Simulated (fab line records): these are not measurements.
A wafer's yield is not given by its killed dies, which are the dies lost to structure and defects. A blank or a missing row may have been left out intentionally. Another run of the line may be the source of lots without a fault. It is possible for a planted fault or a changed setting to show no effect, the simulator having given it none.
fab line records	flow nand-harc
record: lots: 6	wafers: 18	last-day: 34
route steps=1302 shown A_ONON_D2@552 END@1302
lots that met no fault: from a run of the same line without faults
start-h: hours from the record's first day to the start of the lot's first wafer shown	wait-h: hours since the lot's step before	" the same as in the row above	L1.1+2: one row covering several wafers at once	- no value present, or no start provided	* or withheld: withheld	< > ~ a bound
route shown NAME@n: a module of which the file shows steps, and the number in the route of the first	usual: mean/standard deviation taken from wafers without a fault	same: alike in all rows	chamber/n: place in a boat	sites: per-site readings	_std_site: how widely they spread, as a standard deviation	_edge_site: inner sites' mean taken away from outer sites' mean	radius-mm: how far each site lies from the wafer's centre	mask NAME#n: copy n	behind: the most recent tool/chamber to have shaped the wafer	hold: why the lot went on hold/how many hours it stayed there/how the hold came to an end	device: which transistor (n, p or np) failed to switch	end of line: the same wafers' tests at the end of the route	a step with no rows: only its recipe	killed: dies lost to structure and defects at the first sort, not the wafer's yield	map: a wafer's dies, marking killed ones x, the rest . and places with no die _
set.NAME: the setting that was run; set.NAME@STEP: the one run at that earlier step	model.NAME: the simulator's own value behind a step, which no gauge read
certain route steps with their lots: each step a table, each wafer a row
services: when a tool's chamber went out of use (start-h, in hours from the record's first day, below 0 if earlier), for how many hours, and the reason
== steps ==
step: NHARC_A_ONON_D2_THK_MEAS_11
recipe: thk-meas-gauge: ellipsometry
usual: thk-nm: 1000/9.2
lot.wafer	tool	chamber	start-h	wait-h	thk-nm
L876.2	film-metro-01	-	288.90	-	1006
L876.3	"	-	"	"	1006
L876.5	"	-	"	"	1006
L880.1	film-metro-01	-	342.49	-	1015
L880.2	"	-	"	"	1013
L880.6	"	-	"	"	1014
L888.1	film-metro-01	-	424.18	-	993
L888.3	"	-	"	"	993
L888.6	"	-	"	"	992
L891.1	film-metro-01	-	452.49	-	997
L891.3	"	-	"	"	997
L891.6	"	-	"	"	997
L892.2	film-metro-01	-	459.15	-	987
L892.4	"	-	"	"	985
L892.5	"	-	"	"	988
L896.1	film-metro-02	-	515.10	-	1011
L896.3	"	-	"	"	1013
L896.4	"	-	"	"	1013
step: NHARC_A_ONON_D2_DEP_12
recipe: target-thk-a: 10000	n2-flow-sccm: 2750	n2o-flow-sccm: 2000	nh3-flow-sccm: 500	sih4-flow-sccm: 210	temp-c: 400
step: NHARC_A_ONON_D2_THK_MEAS_14
recipe: thk-meas-gauge: ellipsometry
usual: thk-nm: 997/9.4
lot.wafer	tool	chamber	start-h	wait-h	thk-nm
L876.2	film-metro-01	-	289.46	-	989
L876.3	"	-	"	"	991
L876.5	"	-	"	"	989
L880.1	film-metro-01	-	343.05	-	989
L880.2	"	-	"	"	989
L880.6	"	-	"	"	989
L888.1	film-metro-01	-	424.75	-	1004
L888.3	"	-	"	"	1004
L888.6	"	-	"	"	1004
L891.1	film-metro-02	-	453.05	-	1011
L891.3	"	-	"	"	1013
L891.6	"	-	"	"	1013
L892.2	film-metro-02	-	459.74	-	996
L892.4	"	-	"	"	993
L892.5	"	-	"	"	996
L896.1	film-metro-01	-	515.67	-	1007
L896.3	"	-	"	"	1007
L896.4	"	-	"	"	1007
step: NHARC_A_ONON_D2_ANNEAL_15
recipe: temp-c: 750	time-s: 3600
step: NHARC_A_ONON_D2_DEP_16
recipe: target-thk-a: 10000	n2-flow-sccm: 2750	n2o-flow-sccm: 2000	nh3-flow-sccm: 500	sih4-flow-sccm: 210	temp-c: 400
step: NHARC_A_ONON_D2_THK_MEAS_18
recipe: thk-meas-gauge: ellipsometry
usual: thk-nm: 998/8.8
lot.wafer	tool	chamber	start-h	wait-h	thk-nm
L876.2	film-metro-02	-	296.85	-	1009
L876.3	"	-	"	"	1008
L876.5	"	-	"	"	1008
L880.1	film-metro-02	-	350.84	-	993
L880.2	"	-	"	"	993
L880.6	"	-	"	"	992
L888.1	film-metro-02	-	432.81	-	990
L888.3	"	-	"	"	991
L888.6	"	-	"	"	990
L891.1	film-metro-02	-	461.98	-	998
L891.3	"	-	"	"	998
L891.6	"	-	"	"	1000
L892.2	film-metro-01	-	468.36	-	1009
L892.4	"	-	"	"	1010
L892.5	"	-	"	"	1009
L896.1	film-metro-02	-	523.17	-	1004
L896.3	"	-	"	"	1004
L896.4	"	-	"	"	1004
step: NHARC_A_ONON_D2_DEP_19
recipe: target-thk-a: 10000	n2-flow-sccm: 2750	n2o-flow-sccm: 2000	nh3-flow-sccm: 500	sih4-flow-sccm: 210	temp-c: 400
step: NHARC_A_ONON_D2_THK_MEAS_21
recipe: thk-meas-gauge: ellipsometry
usual: thk-nm: 1002/11
lot.wafer	tool	chamber	start-h	wait-h	thk-nm
L876.2	film-metro-01	-	297.42	-	1008
L876.3	"	-	"	"	1007
L876.5	"	-	"	"	1009
L880.1	film-metro-02	-	351.40	-	984
L880.2	"	-	"	"	983
L880.6	"	-	"	"	983
L888.1	film-metro-02	-	433.38	-	1010
L888.3	"	-	"	"	1009
L888.6	"	-	"	"	1008
L891.1	film-metro-02	-	462.55	-	1003
L891.3	"	-	"	"	1003
L891.6	"	-	"	"	1003
L892.2	film-metro-02	-	468.92	-	1025
L892.4	"	-	"	"	1023
L892.5	"	-	"	"	1023
L896.1	film-metro-02	-	523.74	-	1017
L896.3	"	-	"	"	1018
L896.4	"	-	"	"	1017
step: NHARC_A_ONON_D2_DEP_22
recipe: target-thk-a: 10000	n2-flow-sccm: 2750	n2o-flow-sccm: 2000	nh3-flow-sccm: 500	sih4-flow-sccm: 210	temp-c: 400
step: NHARC_A_ONON_D2_THK_MEAS_24
recipe: thk-meas-gauge: ellipsometry
usual: thk-nm: 999/12
lot.wafer	tool	chamber	start-h	wait-h	thk-nm
L876.2	film-metro-02	-	297.99	-	1019
L876.3	"	-	"	"	1018
L876.5	"	-	"	"	1018
L880.1	film-metro-02	-	351.97	-	999
L880.2	"	-	"	"	999
L880.6	"	-	"	"	999
L888.1	film-metro-02	-	433.95	-	1006
L888.3	"	-	"	"	1007
L888.6	"	-	"	"	1007
L891.1	film-metro-02	-	463.12	-	1003
L891.3	"	-	"	"	1001
L891.6	"	-	"	"	1000
L892.2	film-metro-02	-	469.48	-	997
L892.4	"	-	"	"	997
L892.5	"	-	"	"	997
L896.1	film-metro-01	-	524.31	-	975
L896.3	"	-	"	"	977
L896.4	"	-	"	"	976
step: NHARC_A_ONON_D2_DEP_25
recipe: target-thk-a: 10000	n2-flow-sccm: 2750	n2o-flow-sccm: 2000	nh3-flow-sccm: 500	sih4-flow-sccm: 210	temp-c: 400
step: NHARC_A_ONON_D2_THK_MEAS_27
recipe: thk-meas-gauge: ellipsometry
usual: thk-nm: 998/6.7
lot.wafer	tool	chamber	start-h	wait-h	thk-nm
L876.2	film-metro-02	-	298.55	-	1000
L876.3	"	-	"	"	999
L876.5	"	-	"	"	998
L880.1	film-metro-02	-	352.53	-	1004
L880.2	"	-	"	"	1003
L880.6	"	-	"	"	1004
L888.1	film-metro-02	-	434.52	-	994
L888.3	"	-	"	"	994
L888.6	"	-	"	"	994
L891.1	film-metro-02	-	463.69	-	1005
L891.3	"	-	"	"	1007
L891.6	"	-	"	"	1007
L892.2	film-metro-02	-	470.05	-	997
L892.4	"	-	"	"	998
L892.5	"	-	"	"	997
L896.1	film-metro-01	-	525.01	-	1007
L896.3	"	-	"	"	1008
L896.4	"	-	"	"	1006
step: NHARC_A_ONON_D2_DEP_28
recipe: target-thk-a: 10000	n2-flow-sccm: 2750	n2o-flow-sccm: 2000	nh3-flow-sccm: 500	sih4-flow-sccm: 210	temp-c: 400
lot.wafer	tool	chamber	start-h	wait-h
L876.2+3+5	pecvd-onon-04	0	298.67	0.1
L880.1+2+6	pecvd-onon-02	0	352.59	0.1
L888.1+3+6	pecvd-onon-02	0	434.57	0.1
L891.1+3+6	pecvd-onon-02	0	463.74	0.1
L892.2+4+5	pecvd-onon-03	0	470.16	0.1
L896.1+3+4	pecvd-onon-02	0	525.20	0.2
step: NHARC_A_ONON_D2_THK_MEAS_30
recipe: thk-meas-gauge: ellipsometry
usual: thk-nm: 1002/9.9
lot.wafer	tool	chamber	start-h	wait-h	thk-nm
L876.2	film-metro-01	-	299.12	-	990
L876.3	"	-	"	"	988
L876.5	"	-	"	"	989
L880.1	film-metro-01	-	353.10	-	998
L880.2	"	-	"	"	996
L880.6	"	-	"	"	997
L888.1	film-metro-02	-	435.09	-	638
L888.3	"	-	"	"	639
L888.6	"	-	"	"	637
L891.1	film-metro-01	-	464.25	-	636
L891.3	"	-	"	"	634
L891.6	"	-	"	"	634
L892.2	film-metro-02	-	470.62	-	1004
L892.4	"	-	"	"	1004
L892.5	"	-	"	"	1005
L896.1	film-metro-01	-	525.71	-	1009
L896.3	"	-	"	"	1009
L896.4	"	-	"	"	1009
step: NHARC_A_ONON_D2_DEP_33
recipe: target-thk-a: 2000	temp-c: 400	pressure-torr: 6.5	rf-w: 900	teos-flow-sccm: 161.4	flow-sccm: 2650	target-thk-nm: 200	gas: O2	material: SiO2
usual: heater-power-outer-w: 317/55	heater-power-w: 568/93	throttle-valve-pct: 16.2/0.42
lot.wafer	tool	chamber	start-h	wait-h	heater-power-outer-w	heater-power-w	throttle-valve-pct
L876.3	pecvd-03	1	299.18	0.1	244	436	15.3
L876.2	"	0	"	"	361	633	16.2
L876.5	"	1	"	"	252	437	15.1
L880.2	pecvd-01	1	353.16	0.1	264	454	16.1
L880.1	"	2	"	"	301	506	15.8
L880.6	"	1	"	"	270	484	16.1
L888.3	pecvd-03	2	435.14	0.1	300	543	16.1
L888.1	"	0	"	"	389	671	16.5
L888.6	"	1	"	"	247	450	15.8
L891.1	pecvd-01	2	464.31	0.1	312	504	16.1
L891.3	"	1	"	"	276	498	16.5
L891.6	"	2	"	"	311	523	16.0
L892.2	pecvd-02	2	470.76	0.1	394	707	16.0
L892.4	"	0	"	"	266	543	16.6
L892.5	"	2	"	"	269	551	15.8
L896.3	pecvd-03	2	525.78	0.1	274	510	16.4
L896.1	"	1	"	"	283	487	15.5
L896.4	"	1	"	"	285	484	15.4
step: NHARC_END_SORT_01
recipe: temp-c: 25
usual: killed-at-array: 53/21	killed-at-other: 1.0/1.3	killed-at-periphery: 3.8/2.4	killed-dies: 58/21	killed-open: 3.4/1.9	killed-short: 2.4/1.5
same: gross-dies: 677
lot.wafer	tool	chamber	start-h	wait-h	killed-at-array	killed-at-other	killed-at-periphery	killed-dies	killed-open	killed-short
L888.1	prober-02	0	711.55	2.5	676	1	0	677	1	0
L888.3	prober-02	0	713.14	3.1	675	0	2	677	5	1
L888.6	prober-02	0	715.53	4.0	676	0	1	677	2	2
L891.1	prober-01	0	742.71	2.5	671	2	4	677	3	2
L891.3	prober-01	0	744.31	3.1	675	1	1	677	2	2
L891.6	prober-01	0	746.70	4.0	670	3	4	677	6	4
killed by level:class
L888.1 A_ONON_D2:area-dep=606 A_CHANNEL_HOLE_D1:chamber-film-flake=35 A_SLIT:chamber-film-flake=16 A_CHANNEL_HOLE_D2:chamber-film-flake=9 A_BONDPAD:chamber-film-flake=4 A_CONTACT:chamber-film-flake=2 A_CHANNEL_FILL_D1:geometric-particle:open=1 A_ZERO_WELL:chamber-film-flake=1
L888.3 A_ONON_D2:area-dep=592 A_CHANNEL_HOLE_D1:chamber-film-flake=35 A_SLIT:chamber-film-flake=22 A_CHANNEL_HOLE_D2:chamber-film-flake=16 A_BONDPAD:chamber-film-flake=2 P_M0:geometric-particle:open=1 A_SOURCE_PLATE:geometric-particle:open=1 A_SGD_CUT:geometric-particle:short=1
L888.6 A_ONON_D2:area-dep=606 A_CHANNEL_HOLE_D1:chamber-film-flake=33 A_SLIT:chamber-film-flake=19 A_CHANNEL_HOLE_D2:chamber-film-flake=10 A_STAIRCASE:chamber-film-flake=2 A_BONDPAD:chamber-film-flake=2 P_CONTACT:geometric-particle:open=1 A_CHANNEL_FILL_D1:geometric-particle:short=1
L891.1 A_ONON_D2:area-dep=629 A_CHANNEL_HOLE_D1:chamber-film-flake=33 P_GATE:chamber-film-flake=2 THIN_TSV:chamber-film-flake=2 A_SOURCE_PLATE:geometric-particle:open=1 A_ONON_D2:geometric-particle:open=1 A_CHANNEL_FILL_D2:geometric-particle:short=1 A_CHANNEL_FILL_D2:geometric-particle:open=1
L891.3 A_ONON_D2:area-dep=624 A_CHANNEL_HOLE_D1:chamber-film-flake=36 A_STAIRCASE:chamber-film-flake=3 A_SLIT:chamber-film-flake=2 A_WL_FILL:chamber-film-flake=2 A_ONON_D1:geometric-particle:open=1 A_ONON_D2:geometric-particle:short=1 A_STAIRCASE:geometric-particle:short=1
L891.6 A_ONON_D2:area-dep=635 A_CHANNEL_HOLE_D1:chamber-film-flake=17 A_SLIT:chamber-film-flake=7 THIN_TSV:chamber-film-flake=3 A_CHANNEL_FILL_D2:geometric-particle:open=2 A_CHANNEL_FILL_D2:geometric-particle:short=2 P_GATE:geometric-particle:open=1 P_CONTACT:geometric-particle:open=1
map L888.1 (x killed, . not)
____________x____________
_________xxxxxxx_________
_______xxxxxxxxxxx_______
______xxxxxxxxxxxxx______
_____xxxxxxxxxxxxxxx_____
____xxxxxxxxxxxxxxxxx____
____xxxxxxxxxxxxxxxxx____
___xxxxxxxxxxxxxxxxxxx___
___xxxxxxxxxxxxxxxxxxx___
__xxxxxxxxxxxxxxxxxxxxx__
__xxxxxxxxxxxxxxxxxxxxx__
_xxxxxxxxxxxxxxxxxxxxxxx_
_xxxxxxxxxxxxxxxxxxxxxxx_
_xxxxxxxxxxxxxxxxxxxxxxx_
_xxxxxxxxxxxxxxxxxxxxxxx_
_xxxxxxxxxxxxxxxxxxxxxxx_
xxxxxxxxxxxxxxxxxxxxxxxxx
xxxxxxxxxxxxxxxxxxxxxxxxx
xxxxxxxxxxxxxxxxxxxxxxxxx
xxxxxxxxxxxxxxxxxxxxxxxxx
xxxxxxxxxxxxxxxxxxxxxxxxx
_xxxxxxxxxxxxxxxxxxxxxxx_
_xxxxxxxxxxxxxxxxxxxxxxx_
_xxxxxxxxxxxxxxxxxxxxxxx_
_xxxxxxxxxxxxxxxxxxxxxxx_
_xxxxxxxxxxxxxxxxxxxxxxx_
__xxxxxxxxxxxxxxxxxxxxx__
__xxxxxxxxxxxxxxxxxxxxx__
___xxxxxxxxxxxxxxxxxxx___
___xxxxxxxxxxxxxxxxxxx___
____xxxxxxxxxxxxxxxxx____
____xxxxxxxxxxxxxxxxx____
_____xxxxxxxxxxxxxxx_____
______xxxxxxxxxxxxx______
_______xxxxxxxxxxx_______
_________xxxxxxx_________
____________x____________
map L891.1 (x killed, . not)
____________x____________
_________xxxxxxx_________
_______xxxxxxxxxxx_______
______xxxxxxxxxxxxx______
_____xxxxxxxxxxxxxxx_____
____xxxxxxxxxxxxxxxxx____
____xxxxxxxxxxxxxxxxx____
___xxxxxxxxxxxxxxxxxxx___
___xxxxxxxxxxxxxxxxxxx___
__xxxxxxxxxxxxxxxxxxxxx__
__xxxxxxxxxxxxxxxxxxxxx__
_xxxxxxxxxxxxxxxxxxxxxxx_
_xxxxxxxxxxxxxxxxxxxxxxx_
_xxxxxxxxxxxxxxxxxxxxxxx_
_xxxxxxxxxxxxxxxxxxxxxxx_
_xxxxxxxxxxxxxxxxxxxxxxx_
xxxxxxxxxxxxxxxxxxxxxxxxx
xxxxxxxxxxxxxxxxxxxxxxxxx
xxxxxxxxxxxxxxxxxxxxxxxxx
xxxxxxxxxxxxxxxxxxxxxxxxx
xxxxxxxxxxxxxxxxxxxxxxxxx
_xxxxxxxxxxxxxxxxxxxxxxx_
_xxxxxxxxxxxxxxxxxxxxxxx_
_xxxxxxxxxxxxxxxxxxxxxxx_
_xxxxxxxxxxxxxxxxxxxxxxx_
_xxxxxxxxxxxxxxxxxxxxxxx_
__xxxxxxxxxxxxxxxxxxxxx__
__xxxxxxxxxxxxxxxxxxxxx__
___xxxxxxxxxxxxxxxxxxx___
___xxxxxxxxxxxxxxxxxxx___
____xxxxxxxxxxxxxxxxx____
____xxxxxxxxxxxxxxxxx____
_____xxxxxxxxxxxxxxx_____
______xxxxxxxxxxxxx______
_______xxxxxxxxxxx_______
_________xxxxxxx_________
____________x____________
== services ==
tool	chamber	start-h	hours	kind
pecvd-01	2	309.25	8.3	repair
pecvd-02	0	309.79	5.4	repair
pecvd-onon-04	-	311.12	13.0	pm
pecvd-01	-	311.15	13.0	pm
pecvd-01	0	311.15	13.0	vent-cycle
pecvd-02	0	346.57	7.1	repair
pecvd-01	0	352.98	11.3	repair
pecvd-onon-02	-	366.03	13.0	pm
pecvd-03	-	366.37	13.0	pm
pecvd-03	0	366.37	13.0	vent-cycle
pecvd-03	1	366.37	13.0	vent-cycle
pecvd-03	2	366.37	13.0	vent-cycle
pecvd-03	0	379.37	-	clean
pecvd-03	1	379.37	-	clean
pecvd-03	2	379.37	-	clean
pecvd-02	-	379.51	0.3	repair
pecvd-onon-03	-	408.00	13.0	pm
pecvd-02	-	408.22	13.0	pm
pecvd-01	-	479.10	3.6	repair
pecvd-01	-	492.15	13.0	pm
pecvd-onon-04	-	492.37	13.0	pm
pecvd-03	0	493.00	6.9	repair
pecvd-onon-04	-	517.09	1.9	repair
pecvd-onon-04	-	522.20	15.9	repair
== key ==
first-sign: step: NHARC_A_ONON_D2_THK_MEAS_30	reading: thk-nm	direction: down	sigmas: 37	usual: 1002	struck: 636
effect: step: NHARC_END_SORT_01	reading: killed-at-array	direction: up	sigmas: 30	usual: 53	struck: 674
more-kills-born-at: NHARC_A_ONON_D2_DEP_28@pecvd-onon-02: 3692
met-at NHARC_A_ONON_D2_DEP_28
struck-wafers L888.1,L888.3,L888.6,L891.1,L891.3,L891.6
later-rows-left-out L888.1,L888.3,L888.6,L891.1,L891.3,L891.6
tester-left-out L888,L891
onset-between 352.59 434.57
fault: kind: process-parameter-drift	tool: pecvd-onon-02	chamber: 0	onset-h: 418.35	steps: NHARC_A_ONON_D2_DEP_28	channel: target-thk-a	offset: *	shape: step	end-h: 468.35	acts-in: *	stated: *
tester-left-out: of these lots the tester's yield and bins aren't shown, on N5 and GAA mostly nor the transistor test; their killed dies are dies lost to structure and defects alone, not to doping, threshold or leakage, so they don't give the yield
later-rows-left-out: the simulator's readings of these wafers behind a module that went badly wrong aren't trusted and aren't shown, but for the sort
